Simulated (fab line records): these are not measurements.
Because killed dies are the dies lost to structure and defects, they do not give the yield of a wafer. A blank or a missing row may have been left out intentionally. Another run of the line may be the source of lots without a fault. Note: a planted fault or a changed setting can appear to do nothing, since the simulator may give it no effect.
What tool caused it?	flow n5Finfet	11 lots, 31 wafers sampled, at 2 steps of a route of 1938

## WHAT EACH GAUGE READ, for each wafer
N5_BEOL_M11_CD_MEAS_18: pitch 140 nm, target cd 70 nm.
lot	measured	on	cdNm (nm)
L958	day 10 12:17	cdSem-02	69.7 70.4 69.6
L959	day 11 01:32	cdSem-03	70.4 70.5 70.7
L961	day 11 19:49	cdSem-02	69.5 69.9 69.9
L962	day 12 22:44	cdSem-01	69.8 69.5 69.6
L966	day 13 06:11	cdSem-01	70.9 70.0 71.3
L968	day 14 03:32	cdSem-03	69.9 70.6
L970	day 14 06:44	cdSem-02	70.3 70.4
L971	day 14 20:20	cdSem-03	70.5 68.9 69.5
L975	day 15 10:13	cdSem-03	70.3 70.7 70.1
L973	day 15 11:22	cdSem-02	70.0 70.1 70.4
L974	day 15 11:34	cdSem-01	70.6 69.9 69.3

## WHICH TOOL RAN EACH LOT (tool, then ch and the chambers of the sampled wafers, then the start)
lot	N5_BEOL_M11_STRIP_19
L958	rieDiel-06 ch 1,2, day 10 12:13
L959	rieDiel-02 ch 0,1,2, day 11 01:28
L961	rieDiel-05 ch 1,2,3, day 11 19:45
L962	rieDiel-02 ch 0,2,3, day 12 22:40
L966	rieDiel-06 ch 1,2, day 13 06:07
L968	rieDiel-02 ch 0,2, day 14 03:28
L970	rieDiel-06 ch 1,3, day 14 06:40
L971	rieDiel-06 ch 1,2,3, day 14 20:16
L975	rieDiel-06 ch 1,2,3, day 15 10:08
L973	rieDiel-02 ch 1,2,3, day 15 11:17
L974	rieDiel-02 ch 0,3, day 15 11:30
- N5_BEOL_M11_STRIP_19: strips in O2.

## AS READ BY THE TOOLS THEMSELVES (means over the sampled wafers that have a number; for cases with no such wafer, the mark the record gives instead)
N5_BEOL_M11_STRIP_19.
lot	tool	drypumpMotorCurrentA (A)	oesProductAu (a.u.)	rfVppV (V)	showerheadPlenumPTorr (Torr)	throttleValvePct (%)
L958	rieDiel-06	5.8	0.73	3.2	2.02	16.69
L959	rieDiel-02	5.3	0.81	3.2	2.14	16.72
L961	rieDiel-05	5.7	0.78	3.9	2.16	16.82
L962	rieDiel-02	5.6	0.84	3.1	2.13	16.63
L966	rieDiel-06	6.2	0.74	4.0	2.05	16.76
L968	rieDiel-02	5.1	0.81	3.8	2.12	16.73
L970	rieDiel-06	6.0	0.76	3.0	2.00	16.72
L971	rieDiel-06	6.2	0.75	3.4	2.03	16.75
L975	rieDiel-06	6.2	0.74	3.8	2.03	16.77
L973	rieDiel-02	5.7	0.77	3.7	2.11	16.67
L974	rieDiel-02	6.0	0.84	3.8	2.16	16.62

## THE ANSWER, worked out from the rows above alone
Rule: what is usual is taken from the lots themselves. Put in order of their means at a reading, lots are off if they are a third of the lots or fewer, leave a main group of 4 or more, and stand apart from it by a gap of 3 or more times the standard deviation of the main group's means; of several such gaps the widest counts. A main group whose means are all the same, to the digits that the tables above print for the reading, isn't used. Also off: a lot with no number at a reading for which 4 or more lots have one. The other lots that the step has rows for count as sound. First the gauges in route order, then the tools' own readings, where a lot's mean is used as printed above. At the first step where some lot is off, the reading lying furthest off is the one used; lots without a number count as furthest.
Across all readings shown, no lot is off: no conclusion can be drawn from this.

## WHAT WAS PUT IN BY THE SIMULATOR
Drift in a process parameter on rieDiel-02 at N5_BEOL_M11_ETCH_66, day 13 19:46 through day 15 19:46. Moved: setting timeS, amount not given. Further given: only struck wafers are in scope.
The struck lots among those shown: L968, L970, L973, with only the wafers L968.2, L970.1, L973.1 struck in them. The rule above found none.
